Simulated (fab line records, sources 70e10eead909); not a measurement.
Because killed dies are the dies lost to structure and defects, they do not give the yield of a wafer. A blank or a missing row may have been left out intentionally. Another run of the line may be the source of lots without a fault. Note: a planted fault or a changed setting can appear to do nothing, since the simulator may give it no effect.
Comparing a struck lot with a sound one ; flow nand harc ; 15 out of 1302 route steps
Sound: the wafers L866.1, L866.2, L866.5. Wafers L864.1, L864.3, L864.6 were the ones struck. The cause comes at the end.
Per side, at each step with rows, come the tool, then ch with its chambers, and then its first start. Under that, the readings that differ: sound wafers ; struck wafers ; difference of the means ; sigmas: that difference in standard deviations of wafers without a fault.
alike: a reading whose means differ by less than 2 such deviations, as well as words and numbers matching on both sides. not compared: withheld readings; readings where some wafer has no value; bounds like >300 that might hide an equal value; numbers whose values overlap and for which the record gives no deviation.
The two part at a step that has a row with sigmas, a row that says differs or no value, or rows on one side only. When numbers do not overlap yet have no deviation, they are printed without sigmas and do not part them. Lack of a reading on every wafer of one side parts them only where that side has two or more wafers.

NHARC_A_STAIRCASE_DESCUM_168: chemistry O2, time 3 s.
  sound on rie diel-01 ch 0,3, day 22 08:07; struck on rie diel-09 ch 1,2,3, day 21 14:02
  alike: drypump motor current A, oes product au, rf vpp V, showerhead plenum p Torr, throttle valve pct
  not compared: rf hours counter h
NHARC_A_STAIRCASE_ETCH_169: etches the open film in CH3F/O2, target depth 50 nm, time 107.1 s.
  sound on rie diel-01 ch 0,1,3, day 22 08:12; struck on rie diel-09 ch 0,2,3, day 21 14:07
  alike: drypump motor current A, oes product au, rf vpp V, showerhead plenum p Torr, throttle valve pct
  not compared: rf hours counter h
NHARC_A_STAIRCASE_ETCH_170: etches the open film in C4F6/O2, target depth 200 nm, time 66.667 s.
  sound: rie diel-01 ch 0,1,3; struck: rie diel-09 ch 0,3
  alike: drypump motor current A, oes product au, rf vpp V, showerhead plenum p Torr, throttle valve pct
  not compared: rf hours counter h
NHARC_A_STAIRCASE_STRIP_171: strips in O2.
  sound on plasma asher-02 ch 0,1, day 22 08:26; struck on plasma asher-01 ch 0,1, day 21 14:27
  alike: drypump motor current A, heater power w
  not compared: rf hours counter h
then, 8 steps without rows for these wafers: NHARC_A_STAIRCASE_STRIP_172 (strips in SPM, time 900 s); NHARC_A_STAIRCASE_PRECLEAN_173 (cleans in SC1); NHARC_A_STAIRCASE_SRD_174; NHARC_A_STAIRCASE_DEHYDRATE_01 (time 120 s); NHARC_A_STAIRCASE_HMDS_02 (time 30 s); NHARC_A_STAIRCASE_COAT_03; NHARC_A_STAIRCASE_SOFTBAKE_04 (time 170 s); NHARC_A_STAIRCASE_EBR_05.
NHARC_A_STAIRCASE_EXPOSE_06: exposes mask STAIR.
  sound on krf scanner-04 ch 0, day 22 09:34; struck on krf scanner-03 ch 0, day 21 15:40
reading;sound;struck;difference;sigmas
exposure dose mJ cm2;25.455 25.448 25.383;23.342 23.373 23.342;-2.076;-74
  alike: mask, reticle temp C
then, 1 step without rows for these wafers: NHARC_A_STAIRCASE_PEB_07 (peb time 130 s).
-- jump in the record: it breaks off in module A_STAIRCASE and resumes in module END (first step shown: number 1302 of the route), and 9 days separate the struck wafers' starts before and after --
NHARC_END_SORT_01:
  sound on prober-01 ch 0, day 31 04:43; struck on prober-01 ch 0, day 30 08:38
  alike: killed at array, killed at other, killed at periphery, killed dies, killed open, killed short

## WHERE THEY PART
Only at NHARC_A_STAIRCASE_EXPOSE_06, as far as this record shows. Later steps at which nothing parts them and some readings are alike: NHARC_END_SORT_01.

WHY: the cause the simulator had injected
Process parameter drift: krf scanner-03, from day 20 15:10 on, at NHARC_A_STAIRCASE_EXPOSE_06. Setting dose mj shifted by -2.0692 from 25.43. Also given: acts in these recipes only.
